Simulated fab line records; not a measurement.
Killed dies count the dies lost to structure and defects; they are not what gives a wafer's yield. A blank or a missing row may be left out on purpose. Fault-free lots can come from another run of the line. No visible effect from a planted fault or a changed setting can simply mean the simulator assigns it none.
Matching of chambers + flow nandHarc + 3 sister chambers for NHARC_P_M2_PRE_CLEAN_32 on pecvd-04
The step time 12 s. 24 wafers are shown with their chamber, then 12 later ones without.

WAFERS PAIRED WITH THEIR CHAMBERS
| wafer  | chamber | heaterPowerW (W) | heaterPowerOuterW (W) | susceptorTempC (C) |
|--------|---------|------------------|-----------------------|--------------------|
| L074.3 | 1       | 598              | 373                   | 369.82             |
| L074.4 | 2       | 658              | 413                   | 369.84             |
| L074.6 | 1       | 608              | 377                   | 369.96             |
| L077.1 | 1       | 532              | 314                   | 369.84             |
| L077.4 | 2       | 704              | 435                   | 369.74             |
| L077.6 | 1       | 525              | 304                   | 370.06             |
| L082.1 | 0       | 565              | 339                   | 370.01             |
| L082.2 | 2       | 616              | 383                   | 370.06             |
| L082.4 | 2       | 621              | 379                   | 369.88             |
| L084.3 | 2       | 596              | 358                   | 370.28             |
| L084.4 | 2       | 602              | 356                   | 369.66             |
| L084.6 | 1       | 554              | 335                   | 369.89             |
| L085.1 | 0       | 502              | 311                   | 369.95             |
| L085.2 | 2       | 665              | 408                   | 370.10             |
| L085.5 | 1       | 545              | 340                   | 370.16             |
| L088.3 | 0       | 559              | 357                   | 369.93             |
| L088.4 | 2       | 720              | 438                   | 370.16             |
| L088.6 | 0       | 557              | 355                   | 369.48             |
| L089.4 | 1       | 532              | 330                   | 370.07             |
| L089.5 | 0       | 517              | 332                   | 369.81             |
| L089.6 | 2       | 731              | 456                   | 369.83             |
| L091.2 | 1       | 499              | 306                   | 370.00             |
| L091.3 | 2       | 720              | 460                   | 370.12             |
| L091.6 | 1       | 496              | 300                   | 369.99             |

SIGNATURES (means of the wafers above)
| reading           | chamber 0 | chamber 1 | chamber 2 | scatter within a chamber |
|-------------------|-----------|-----------|-----------|--------------------------|
| heaterPowerW      | 540.00    | 543.22    | 663.30    | 43.8                     |
| heaterPowerOuterW | 338.80    | 331.00    | 408.60    | 31.9                     |
| susceptorTempC    | 369.8360  | 369.9767  | 369.9670  | 0.176                    |
Rule: for a wafer and a chamber, the distance is found by dividing, reading by reading, the gap between the wafer's reading and the chamber's mean by the reading's scatter, squaring, summing and taking the root. The wafer belongs to the nearest chamber; if the next one is less than 2 further off, it can't be placed. The scatter is the square root of a quotient: the sum, over the shown wafers, of each reading's squared deviation from its chamber's mean, divided by wafers minus chambers.

WAFERS WITHOUT THEIR CHAMBER
| wafer  | heaterPowerW (W) | heaterPowerOuterW (W) | susceptorTempC (C) |
|--------|------------------|-----------------------|--------------------|
| L092.2 | 534              | 324                   | 370.05             |
| L092.3 | 550              | 344                   | 370.15             |
| L092.6 | 553              | 346                   | 369.91             |
| L095.2 | 716              | 452                   | 370.15             |
| L095.3 | 573              | 348                   | 370.02             |
| L095.4 | 726              | 439                   | 370.06             |
| L096.1 | 733              | 456                   | 369.81             |
| L096.3 | 502              | 308                   | 369.84             |
| L096.4 | 550              | 349                   | 370.16             |
| L097.4 | 536              | 345                   | 370.06             |
| L097.5 | 731              | 438                   | 369.55             |
| L097.6 | 495              | 313                   | 370.14             |

CHAMBER TAKEN BY EACH
| wafer  | from the rows above          | in truth |
|--------|------------------------------|----------|
| L092.2 | can't be placed: 1 or 0      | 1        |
| L092.3 | can't be placed: 1 or 0      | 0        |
| L092.6 | can't be placed: 0 or 1      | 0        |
| L095.2 | 2                            | 2        |
| L095.3 | can't be placed: 1 or 0 or 2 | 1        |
| L095.4 | 2                            | 2        |
| L096.1 | 2                            | 2        |
| L096.3 | can't be placed: 0 or 1      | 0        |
| L096.4 | can't be placed: 1 or 0      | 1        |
| L097.4 | can't be placed: 1 or 0      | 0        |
| L097.5 | 2                            | 2        |
| L097.6 | can't be placed: 1 or 0      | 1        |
Correctly placed: 4 of 12. Unplaceable from these rows: 8, with the true chamber sitting among the candidates in 8. 0 placed wrongly.
